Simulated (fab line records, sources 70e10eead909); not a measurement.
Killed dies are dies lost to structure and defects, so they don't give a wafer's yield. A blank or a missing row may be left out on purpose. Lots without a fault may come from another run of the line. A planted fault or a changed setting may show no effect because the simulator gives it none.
fab line records | flow nand_harc
record lots=5 wafers=15 last_day=24
route steps=1159 shown P_ZERO_WELL@14 END@1159
lots that met no fault: from a run of the same line without faults
start_h: hours from the record's first day to the start of the lot's first wafer shown | wait_h: hours since the lot's step before | " the same as in the row above | L1.1+2: a row that stands for several wafers | - no value, or no start given | * or withheld: withheld | < > ~ a bound
route shown NAME@n: a module of which the file shows steps, and the number in the route of the first | usual: mean/standard deviation of fault-free wafers | same: alike in all rows | chamber/n: place in a boat | sites: the reading at each site | _std_site: their standard deviation | _edge_site: outer sites' mean less inner sites' | radius_mm: how far each site lies from the wafer's centre | mask NAME#n: copy n | behind: the tool/chamber that last shaped the wafer | hold: why the lot was held/for how many hours/how that ended | device: the transistor (n, p or np) that didn't switch | end of line: the same wafers' tests at the end of the route | a step without rows: its recipe alone | killed: dies lost to structure and defects at the first sort, not the wafer's yield | map: a wafer's dies, x killed, . not, _ none there
set.NAME: the setting as run; set.NAME@STEP: as run at that earlier step | model.NAME: the simulator's own value behind a step, which no gauge read
lots at some steps of the route; a table a step, a row a wafer
services: from which hour (start_h, from the record's first day; less than 0 if before it) a tool's chamber was out of use, for how many hours, and why
## steps
# step NHARC_P_ZERO_WELL_CD_MEAS_11
# recipe target_cd_nm=500 landing_energy_ev=500
# usual cd_nm=498.6/2.6
# columns lot.wafer tool chamber start_h wait_h cd_nm
L500.1 cd_sem-03 0 55.23 - 501.1
L500.3 " 0 " " 498.1
L500.5 " 0 " " 500.2
L509.1 cd_sem-03 0 109.11 - 495.4
L509.3 " 0 " " 498.0
L509.6 " 0 " " 498.9
L511.1 cd_sem-03 0 121.26 - 499.6
L511.3 " 0 " " 496.7
L511.5 " 0 " " 495.6
L513.1 cd_sem-03 0 133.12 - 497.9
L513.3 " 0 " " 499.7
L513.4 " 0 " " 500.0
L516.1 cd_sem-01 0 151.24 - 495.0
L516.2 " 0 " " 497.0
L516.5 " 0 " " 495.5
# step NHARC_P_ZERO_WELL_HARDBAKE_12
# recipe temp_c=118 time_s=65
# step NHARC_P_ZERO_WELL_DESCUM_13
# recipe time_s=3 o2_flow_sccm=200 ar_flow_sccm=0 bias_power_w=0 chemistry=O2
# usual drypump_motor_current_A=5.8/0.54 oes_product_au=1.001/0.014 rf_vpp_V=57.9/0.88 showerhead_plenum_p_Torr=1.94/0.085 throttle_valve_pct=11.311/0.01
# columns lot.wafer tool chamber start_h wait_h drypump_motor_current_A oes_product_au rf_hours_counter_h rf_vpp_V showerhead_plenum_p_Torr throttle_valve_pct
L500.1 rie_diel-10 2 55.40 - 5.3 0.990 4.3 57.2 1.83 11.322
L500.3 " 1 " " 5.7 0.972 4.1 57.8 1.86 11.308
L500.5 " 3 " " 5.0 1.000 - 59.7 2.06 11.329
L509.3 rie_diel-11 1 109.27 - 5.8 0.998 4.7 58.4 1.99 11.311
L509.1 " 0 " " 4.9 0.996 4.0 58.4 2.04 11.328
L509.6 " 2 " " 6.4 1.001 - 57.7 1.95 11.296
L511.1 rie_diel-03 2 121.43 - 5.3 0.995 6.5 57.6 1.96 11.326
L511.3 " 3 " " 6.4 0.984 6.4 57.2 1.88 11.310
L511.5 " 1 " " 6.1 1.013 - 57.5 1.82 11.330
L513.1 rie_diel-11 3 133.28 - 6.6 0.987 6.7 58.2 1.97 11.327
L513.3 " 0 " " 4.9 0.998 5.9 58.0 2.04 11.297
L513.4 " 3 " " 6.6 0.992 - 58.0 1.97 11.315
L516.2 rie_diel-11 2 151.40 - 6.5 0.989 7.8 56.3 1.95 11.309
L516.1 " 1 " " 5.8 0.993 7.8 58.3 1.99 11.321
L516.5 " 2 " " 6.5 0.993 - 58.2 1.95 11.296
# step NHARC_P_ZERO_WELL_ETCH_65
# recipe target_depth_a=800 overetch_a=240 time_s=87.88 ion_energy_ev=200 n2_flow_sccm=150 h2_flow_sccm=150 ar_flow_sccm=0 rf_w=400 bias_w=150 chemistry=N2/H2
# usual drypump_motor_current_A=5.8/0.56 h2_flow_sccm=150.0/0.44 oes_product_au=0.999/0.014 rf_vpp_V=431.1/2.7 showerhead_plenum_p_Torr=2.07/0.092 throttle_valve_pct=14.171/0.009
# columns lot.wafer tool chamber start_h wait_h drypump_motor_current_A h2_flow_sccm oes_product_au rf_hours_counter_h rf_vpp_V showerhead_plenum_p_Torr throttle_valve_pct
L500.1 rie_diel-10 0 55.49 0.1 5.8 150.3 1.010 3.4 429.5 1.97 14.177
L500.3 " 1 " " 5.7 150.2 0.974 4.2 428.3 1.98 14.171
L500.5 " 0 " " 5.8 149.9 1.013 - 428.1 1.97 14.165
L509.3 rie_diel-11 0 109.37 0.1 4.9 150.5 0.990 4.0 434.1 2.18 14.169
L509.1 " 1 " " 5.8 150.3 0.998 4.7 433.2 2.12 14.175
L509.6 " 3 " " 6.6 150.3 0.977 - 430.8 2.10 14.161
L511.1 rie_diel-03 1 121.53 0.1 6.1 149.7 1.016 6.5 427.0 1.94 14.175
L511.3 " 2 " " 5.3 150.4 1.010 6.5 432.1 2.10 14.172
L511.5 " 3 " " 6.4 149.7 0.979 - 428.5 2.00 14.168
L513.1 rie_diel-11 3 133.38 0.1 6.6 150.3 0.985 6.7 431.6 2.10 14.180
L513.3 " 0 " " 4.9 150.3 1.002 5.9 434.0 2.17 14.183
L513.4 " 0 " " 4.9 150.6 0.998 - 434.3 2.17 14.173
L516.1 rie_diel-11 3 151.49 0.1 6.6 149.2 0.998 7.8 431.9 2.10 14.191
L516.2 " 2 " " 6.5 149.7 0.993 7.8 432.1 2.08 14.186
L516.5 " 0 " " 4.9 149.9 1.002 - 435.6 2.17 14.174
# step NHARC_P_ZERO_WELL_ETCH_62
# recipe target_depth_a=130 time_s=6.5 chf3_flow_sccm=50 ar_flow_sccm=200 rf_w=500 bias_w=200 chemistry=CHF3/Ar
# usual drypump_motor_current_A=5.8/0.56 oes_product_au=0.961/0.018 rf_vpp_V=371.2/2.3 showerhead_plenum_p_Torr=2.37/0.097 throttle_valve_pct=20.218/0.0091
# columns lot.wafer tool chamber start_h wait_h drypump_motor_current_A oes_product_au rf_hours_counter_h rf_vpp_V showerhead_plenum_p_Torr throttle_valve_pct
L500.1 rie_diel-10 2 - - 5.4 0.937 4.4 368.6 2.25 20.221
L500.3 " 0 " " 5.7 0.988 3.5 368.8 2.27 20.213
L500.5 " 2 " " 5.4 0.945 - 369.1 2.25 20.218
L509.3 rie_diel-11 2 - - 6.5 0.969 5.3 371.8 2.38 20.218
L509.1 " 3 " " 6.6 0.956 5.1 373.1 2.41 20.205
L509.6 " 1 " " 5.8 0.961 - 372.7 2.43 20.215
L511.1 rie_diel-03 1 - - 6.1 0.935 6.5 368.6 2.23 20.218
L511.3 " 2 " " 5.3 0.923 6.5 372.3 2.40 20.202
L511.5 " 2 " " 5.3 0.931 - 372.5 2.40 20.218
L513.3 rie_diel-11 1 - - 5.8 0.960 6.8 372.3 2.43 20.237
L513.1 " 3 " " 6.6 0.957 6.7 371.5 2.41 20.224
L513.4 " 1 " " 5.8 0.950 - 371.2 2.43 20.215
L516.1 rie_diel-11 1 - - 5.8 0.967 7.8 371.0 2.43 20.225
L516.2 " 2 " " 6.5 0.955 7.8 372.2 2.38 20.203
L516.5 " 1 " " 5.8 0.979 - 374.1 2.43 20.234
# step NHARC_P_ZERO_WELL_ETCH_63
# recipe target_depth_a=1200 time_s=40.1 hbr_flow_sccm=150 cl2_flow_sccm=50 rf_w=400 icp_w=400 bias_w=100 chemistry=HBr/Cl2
# usual drypump_motor_current_A=5.8/0.59 hbr_flow_sccm=149.9/0.47 oes_product_au=1.000/0.013 throttle_valve_pct=26.407/0.0093
# columns lot.wafer tool chamber start_h wait_h drypump_motor_current_A hbr_flow_sccm oes_product_au rf_hours_counter_h throttle_valve_pct
L500.3 rie_si-01 1 55.66 - 5.5 150.3 1.005 0.6 26.401
L500.1 " 2 " " 5.4 150.4 0.989 1.0 26.409
L500.5 " 2 " " 5.4 150.1 0.987 - 26.420
L509.1 rie_si-04 2 109.53 - 4.7 150.1 1.023 0.0 26.391
L509.3 " 3 " " 5.9 150.4 1.005 0.0 26.401
L509.6 " 2 " " 4.7 149.8 1.020 - 26.407
L511.3 rie_si-05 0 121.73 - 6.1 149.6 0.986 0.5 26.419
L511.1 " 1 " " 5.9 149.8 1.010 0.4 26.415
L511.5 " 0 " " 6.1 149.8 0.998 - 26.394
L513.4 rie_si-04 1 133.57 - 6.6 150.2 0.993 0.2 26.416
L513.3 " 3 " " 5.9 150.6 1.005 0.3 26.400
L513.1 " 0 " " 6.6 150.1 0.987 0.4 26.401
L516.2 rie_si-04 3 151.67 - 5.9 149.5 1.004 0.6 26.406
L516.1 " 2 " " 4.7 150.5 1.024 0.5 26.405
L516.5 " 0 " " 6.5 150.1 1.001 - 26.407
# step NHARC_P_ZERO_WELL_STRIP_15
# recipe time_s=900 temp_c=130 chemistry=SPM
# step NHARC_P_ZERO_WELL_DEHYDRATE_16
# recipe temp_c=150 time_s=120
# step NHARC_P_ZERO_WELL_HMDS_17
# recipe time_s=30
# step NHARC_P_ZERO_WELL_COAT_18
# recipe spin_rpm=withheld
# step NHARC_P_ZERO_WELL_SOFTBAKE_19
# recipe temp_c=122 time_s=95
# step NHARC_P_ZERO_WELL_EBR_20
# step NHARC_P_ZERO_WELL_EXPOSE_21
# recipe na=0.6 target_cd_nm=720 dose_mj=22.31 mask_id=P_NWELL
# usual focus_offset_nm=-0.1/0.49
# same na=0.6
# columns lot.wafer tool chamber start_h wait_h mask focus_offset_nm
L500.1 krf_scanner-02 0 56.43 - P_PWELL#0 -0.6
L500.3 " 0 " " P_PWELL#0 0.3
L500.5 " 0 " " P_PWELL#0 0.1
L509.1 krf_scanner-01 0 110.17 - P_NWELL#0 -0.8
L509.3 " 0 " " P_NWELL#0 0.1
L509.6 " 0 " " P_NWELL#0 -0.3
L511.1 krf_scanner-04 0 122.50 - P_NWELL#0 0.5
L511.3 " 0 " " P_NWELL#0 -0.3
L511.5 " 0 " " P_NWELL#0 -0.2
L513.1 krf_scanner-02 0 134.34 - P_NWELL#0 0.2
L513.3 " 0 " " P_NWELL#0 0.5
L513.4 " 0 " " P_NWELL#0 0.9
L516.1 krf_scanner-01 0 152.31 - P_NWELL#0 -0.7
L516.2 " 0 " " P_NWELL#0 -0.2
L516.5 " 0 " " P_NWELL#0 -1.5
# step NHARC_P_ZERO_WELL_PEB_22
# recipe peb_temp_c=118 peb_time_s=85
# step NHARC_P_ZERO_WELL_DEVELOP_23
# recipe time_s=70
# step NHARC_P_ZERO_WELL_CD_MEAS_24
# recipe target_cd_nm=720 landing_energy_ev=500
# usual cd_nm=719.3/2.9
# columns lot.wafer tool chamber start_h wait_h cd_nm
L500.1 cd_sem-01 0 56.58 - -
L500.3 " 0 " " -
L500.5 " 0 " " -
L509.1 cd_sem-01 0 110.33 - 718.4
L509.3 " 0 " " 723.9
L509.6 " 0 " " 723.6
L511.1 cd_sem-03 0 122.66 - 721.1
L511.3 " 0 " " 719.2
L511.5 " 0 " " 722.3
L513.1 cd_sem-02 0 134.50 - 718.3
L513.3 " 0 " " 722.0
L513.4 " 0 " " 715.6
L516.1 cd_sem-01 0 152.47 - 722.6
L516.2 " 0 " " 720.5
L516.5 " 0 " " 721.0
# step NHARC_P_ZERO_WELL_HARDBAKE_25
# recipe temp_c=125 time_s=80
# step NHARC_END_SORT_01
# recipe temp_c=25
# usual killed_at_array=25/7.8 killed_at_other=0.6/0.81 killed_at_periphery=3.3/2.2 killed_dies=29/8.2 killed_open=3.5/1.9 killed_short=1.8/1.3
# same gross_dies=677
# columns lot.wafer tool chamber start_h wait_h killed_at_array killed_at_other killed_at_periphery killed_dies killed_open killed_short
L500.1 prober-02 0 490.28 2.5 31 0 646 677 2 1
L500.3 prober-02 0 491.85 3.1 29 1 647 677 5 2
L500.5 prober-02 0 493.43 3.7 21 1 655 677 2 4
L511.1 prober-02 0 540.45 2.5 20 1 2 23 1 4
L511.3 prober-02 0 542.08 3.2 17 0 2 19 4 2
L511.5 prober-02 0 543.72 3.8 15 1 1 17 4 1
L509.1 prober-01 0 546.90 2.5 34 1 4 39 6 1
L509.3 prober-01 0 548.52 3.1 35 2 3 40 6 1
L509.6 prober-01 0 550.94 4.0 27 1 3 31 1 1
L516.1 prober-01 0 574.47 2.5 19 0 2 21 2 0
L516.2 prober-01 0 575.27 2.8 23 0 10 33 7 0
L516.5 prober-01 0 577.65 3.7 20 0 3 23 1 3
# killed by level:class
L500.1 P_ZERO_WELL:area_expose=643 A_SLIT:chamber_film_flake=14 A_CONTACT:chamber_film_flake=6 A_CHANNEL_HOLE_D1:chamber_film_flake=3 P_GATE:chamber_film_flake=2 A_CHANNEL_FILL_D1:chamber_film_flake=2 P_CONTACT:geometric_particle:open=1 A_SOURCE_PLATE:geometric_particle:open=1
L500.3 P_ZERO_WELL:area_expose=646 A_SLIT:chamber_film_flake=14 A_CONTACT:chamber_film_flake=4 A_CHANNEL_HOLE_D1:chamber_film_flake=3 A_CHANNEL_FILL_D1:geometric_particle:short=2 A_CHANNEL_FILL_D1:chamber_film_flake=2 P_GATE:geometric_particle:open=1 A_WL_FILL:geometric_particle:open=1
L500.5 P_ZERO_WELL:area_expose=654 A_SLIT:chamber_film_flake=15 A_SOURCE_PLATE:geometric_particle:short=1 A_ONON_D1:geometric_particle:short=1 A_CHANNEL_FILL_D1:geometric_particle:short=1 A_CONTACT:geometric_particle:short=1 A_CONTACT:geometric_particle:open=1 A_M0:geometric_particle:open=1
L511.1 A_CHANNEL_HOLE_D1:chamber_film_flake=16 P_CONTACT:geometric_particle:short=1 A_ONON_D1:geometric_particle:short=1 A_WL_FILL:geometric_particle:short=1 A_WL_FILL:geometric_particle:open=1 P_ZERO_WELL:chamber_film_flake=1 STARTING-WAFER:geometric_particle:short=1 A_SLIT:chamber_film_flake=1
L511.3 A_CHANNEL_HOLE_D1:chamber_film_flake=7 A_M0:chamber_film_flake=3 P_CONTACT:geometric_particle:open=1 P_M0:geometric_particle:open=1 A_WL_FILL:geometric_particle:short=1 A_CONTACT:geometric_particle:short=1 A_BLC:geometric_particle:open=1 A_M0:geometric_particle:open=1
L511.5 A_CHANNEL_HOLE_D1:chamber_film_flake=8 A_WL_FILL:geometric_particle:open=2 A_M0:chamber_film_flake=2 A_ONON_D1:geometric_particle:open=1 A_CONTACT:geometric_particle:short=1 A_BLC:geometric_particle:open=1 P_STI:chamber_film_flake=1 THIN_TSV:chamber_film_flake=1
L509.1 A_SLIT:chamber_film_flake=17 A_CONTACT:chamber_film_flake=6 A_WL_FILL:chamber_film_flake=3 P_ZERO_WELL:chamber_film_flake=2 P_CONTACT:geometric_particle:open=1 P_M0:geometric_particle:open=1 A_WL_FILL:geometric_particle:short=1 A_CONTACT:geometric_particle:open=1
L509.3 A_SLIT:chamber_film_flake=14 A_CONTACT:chamber_film_flake=6 A_CHANNEL_HOLE_D1:chamber_film_flake=6 A_CONTACT:geometric_particle:open=2 A_STAIRCASE:chamber_film_flake=2 THIN_TSV:chamber_film_flake=2 P_M1:geometric_particle:open=1 P_M2:geometric_particle:open=1
L509.6 A_SLIT:chamber_film_flake=13 A_CHANNEL_HOLE_D1:chamber_film_flake=4 A_CONTACT:chamber_film_flake=4 A_M0:chamber_film_flake=3 P_GATE:chamber_film_flake=2 A_STAIRCASE:chamber_film_flake=2 P_GATE:geometric_particle:short=1 A_CONTACT:geometric_particle:open=1
L516.1 A_CHANNEL_HOLE_D1:chamber_film_flake=11 A_STAIRCASE:chamber_film_flake=3 A_CHANNEL_FILL_D1:geometric_particle:open=2 P_STI:chamber_film_flake=2 A_CHANNEL_FILL_D1:chamber_film_flake=1 A_CONTACT:chamber_film_flake=1 A_M1:chamber_film_flake=1
L516.2 P_STI:chamber_film_flake=8 A_CHANNEL_HOLE_D1:chamber_film_flake=7 A_CONTACT:chamber_film_flake=5 A_M1:chamber_film_flake=4 A_SGD_CUT:geometric_particle:open=3 P_M0:geometric_particle:open=2 A_CHANNEL_FILL_D1:geometric_particle:open=1 A_CONTACT:geometric_particle:open=1
L516.5 A_CONTACT:chamber_film_flake=7 A_STAIRCASE:chamber_film_flake=4 A_CHANNEL_HOLE_D1:chamber_film_flake=3 A_WL_FILL:geometric_particle:short=2 P_STI:chamber_film_flake=2 A_M1:chamber_film_flake=2 A_CHANNEL_FILL_D1:geometric_particle:short=1 A_CONTACT:geometric_particle:open=1
# map L500.1 (x killed, . not)
____________x____________
_________xxxxxxx_________
_______xxxxxxxxxxx_______
______xxxxxxxxxxxxx______
_____xxxxxxxxxxxxxxx_____
____xxxxxxxxxxxxxxxxx____
____xxxxxxxxxxxxxxxxx____
___xxxxxxxxxxxxxxxxxxx___
___xxxxxxxxxxxxxxxxxxx___
__xxxxxxxxxxxxxxxxxxxxx__
__xxxxxxxxxxxxxxxxxxxxx__
_xxxxxxxxxxxxxxxxxxxxxxx_
_xxxxxxxxxxxxxxxxxxxxxxx_
_xxxxxxxxxxxxxxxxxxxxxxx_
_xxxxxxxxxxxxxxxxxxxxxxx_
_xxxxxxxxxxxxxxxxxxxxxxx_
xxxxxxxxxxxxxxxxxxxxxxxxx
xxxxxxxxxxxxxxxxxxxxxxxxx
xxxxxxxxxxxxxxxxxxxxxxxxx
xxxxxxxxxxxxxxxxxxxxxxxxx
xxxxxxxxxxxxxxxxxxxxxxxxx
_xxxxxxxxxxxxxxxxxxxxxxx_
_xxxxxxxxxxxxxxxxxxxxxxx_
_xxxxxxxxxxxxxxxxxxxxxxx_
_xxxxxxxxxxxxxxxxxxxxxxx_
_xxxxxxxxxxxxxxxxxxxxxxx_
__xxxxxxxxxxxxxxxxxxxxx__
__xxxxxxxxxxxxxxxxxxxxx__
___xxxxxxxxxxxxxxxxxxx___
___xxxxxxxxxxxxxxxxxxx___
____xxxxxxxxxxxxxxxxx____
____xxxxxxxxxxxxxxxxx____
_____xxxxxxxxxxxxxxx_____
______xxxxxxxxxxxxx______
_______xxxxxxxxxxx_______
_________xxxxxxx_________
____________x____________
# map L513.3 (x killed, . not)
____________.____________
_________......._________
_______........x.x_______
______..........xx.______
_____...........x.xx_____
____.............xxx.____
____........x...xxx..____
___..............x....___
___.............x.x...___
__..............x......__
__.....................__
_......................._
_......................._
_.....x................._
_......................._
_......................._
.....x...xx..............
.........................
............x............
......x..................
.........................
_.........x..x.........._
_......................._
_......................._
_......................._
_...................x..._
__.....................__
__.....................__
___...............x...___
___...................___
____.................____
____.................____
_____..............._____
______.............______
_______.........x._______
_________......._________
____________.____________
## services
# columns tool chamber start_h hours kind
krf_scanner-04 - 31.90 0.3 repair
krf_scanner-02 - 38.00 4.0 pm
rie_diel-03 - 38.30 9.0 pm
rie_diel-11 0 46.02 - clean
rie_diel-11 1 46.02 - clean
rie_diel-11 2 46.02 - clean
rie_diel-11 3 46.02 - clean
rie_si-04 3 52.03 1.1 repair
rie_diel-11 0 56.40 16.5 repair
rie_si-05 1 61.22 12.1 repair
rie_si-05 - 62.00 9.0 pm
rie_si-01 3 80.84 4.3 repair
krf_scanner-01 - 82.24 0.6 repair
krf_scanner-01 - 84.00 4.0 pm
rie_si-04 - 99.00 9.0 pm
rie_diel-11 - 101.03 0.3 repair
rie_diel-03 - 101.96 1.0 repair
rie_si-01 - 103.83 0.2 repair
rie_diel-03 0 111.83 30.8 repair
rie_si-04 3 115.64 1.8 repair
krf_scanner-04 - 126.00 4.0 pm
rie_si-01 - 127.00 9.0 pm
rie_si-04 1 127.05 1.3 repair
rie_diel-11 2 128.29 6.4 repair
## key
first_sign step=NHARC_P_ZERO_WELL_EXPOSE_21 reading=mask direction=changed
effect step=NHARC_P_ZERO_WELL_CD_MEAS_24 reading=cd_nm direction=missing
effect step=NHARC_END_SORT_01 reading=killed_at_periphery direction=up sigmas=99+ usual=3.3 struck=649.3
more_kills_born_at NHARC_P_ZERO_WELL_EXPOSE_21@krf_scanner-02=1943
met_at NHARC_P_ZERO_WELL_EXPOSE_21
struck_wafers L500.1,L500.3,L500.5
later_rows_left_out L500.1,L500.3,L500.5
tester_left_out L500
fault kind=wrong_mask tool=any chamber=- onset_h=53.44 steps=NHARC_P_ZERO_WELL_EXPOSE_21 aux_copy=P_PWELL#0 scope=struck_lots_only
# tester_left_out: of these lots the tester's yield and bins aren't shown, on N5 and GAA mostly nor the transistor test; their killed dies are dies lost to structure and defects alone, not to doping, threshold or leakage, so they don't give the yield
# later_rows_left_out: the simulator's readings of these wafers behind a module that went badly wrong aren't trusted and aren't shown, but for the sort
